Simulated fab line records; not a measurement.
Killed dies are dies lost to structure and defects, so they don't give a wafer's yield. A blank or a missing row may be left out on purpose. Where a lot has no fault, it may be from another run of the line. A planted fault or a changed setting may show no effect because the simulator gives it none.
A lot that was struck, set against a sound lot | flow nand harc | 16 out of 1302 route steps
Sound: wafers L852.1, L852.2, L852.6. The struck wafers were L857.1, L857.5, L857.6. At the end, the cause is stated.
For every step that has rows: the tool of each side, followed by ch and its chambers, followed by its first start. Under that, the readings that differ: sound wafers | struck wafers | difference of the means | sigmas: that difference in standard deviations of wafers without a fault.
alike: same words and numbers on both sides, and readings whose means sit less than 2 such deviations apart. not compared: any withheld reading, any reading some wafer has no value for, any bound like >300 that may hide the same value, and any number with overlapping values for which the record gives no deviation.
A row with sigmas, a row that says differs or no value, or rows on one side alone: a step with any of these is where the two part. Numbers that don't overlap but have no deviation are shown without sigmas and don't part them. A reading missing from all wafers of one side parts the sides only when that side holds two or more wafers.

NHARC_A_ONON_D2_THK_MEAS_08: measures by ellipsometry.
  struck on film metro-02, day 17 09:08; sound on film metro-01, day 15 10:50
  reading     | sound          | struck      | difference | sigmas
  thk nm (nm) | 1009 1008 1010 | 986 986 986 | -23        | -2
then, 1 step without rows for these wafers: NHARC_A_ONON_D2_DEP_09 (target thk 1000 nm).
NHARC_A_ONON_D2_THK_MEAS_11: measures by ellipsometry.
  struck on film metro-02, day 17 09:42; sound on film metro-02, day 15 11:24
  alike: thk nm
then, 1 step without rows for these wafers: NHARC_A_ONON_D2_DEP_12 (target thk 1000 nm).
NHARC_A_ONON_D2_THK_MEAS_14: measures by ellipsometry.
  struck on film metro-01, day 17 10:16; sound on film metro-01, day 15 11:58
  reading     | sound       | struck         | difference | sigmas
  thk nm (nm) | 984 984 984 | 1016 1017 1016 | +32        | +3
then, 2 steps without rows for these wafers: NHARC_A_ONON_D2_ANNEAL_15 (time 3600 s); NHARC_A_ONON_D2_DEP_16 (target thk 1000 nm).
NHARC_A_ONON_D2_THK_MEAS_18: measures by ellipsometry.
  struck on film metro-01, day 17 18:02; sound on film metro-01, day 15 20:38
  alike: thk nm
then, 1 step without rows for these wafers: NHARC_A_ONON_D2_DEP_19 (target thk 1000 nm).
NHARC_A_ONON_D2_THK_MEAS_21: measures by ellipsometry.
  struck on film metro-02, day 17 18:36; sound on film metro-01, day 15 21:13
  alike: thk nm
then, 1 step without rows for these wafers: NHARC_A_ONON_D2_DEP_22 (target thk 1000 nm).
NHARC_A_ONON_D2_THK_MEAS_24: measures by ellipsometry.
  struck on film metro-01, day 17 19:10; sound on film metro-01, day 15 21:47
  reading     | sound          | struck      | difference | sigmas
  thk nm (nm) | 1006 1006 1008 | 986 987 986 | -20        | -2
NHARC_A_ONON_D2_DEP_25: target thk 1000 nm.
  sound on pecvd onon-02 ch 0, day 15 21:50; struck on pecvd onon-02 ch 0, day 17 19:13
NHARC_A_ONON_D2_THK_MEAS_27: measures by ellipsometry.
  struck on film metro-01, day 17 19:44; sound on film metro-01, day 15 22:21
  reading     | sound       | struck         | difference | sigmas
  thk nm (nm) | 985 985 986 | 1169 1171 1171 | +185       | +17
then, 1 step without rows for these wafers: NHARC_A_ONON_D2_DEP_28 (target thk 1000 nm).
NHARC_END_SORT_01:
  the record has rows for the sound wafers here (prober-01 ch 0, day 27 23:41) and none for the struck ones

## WHERE THEY PART
At NHARC_A_ONON_D2_THK_MEAS_08 first; at NHARC_END_SORT_01 last (within this record only).

WHY: what had been put in by the simulator
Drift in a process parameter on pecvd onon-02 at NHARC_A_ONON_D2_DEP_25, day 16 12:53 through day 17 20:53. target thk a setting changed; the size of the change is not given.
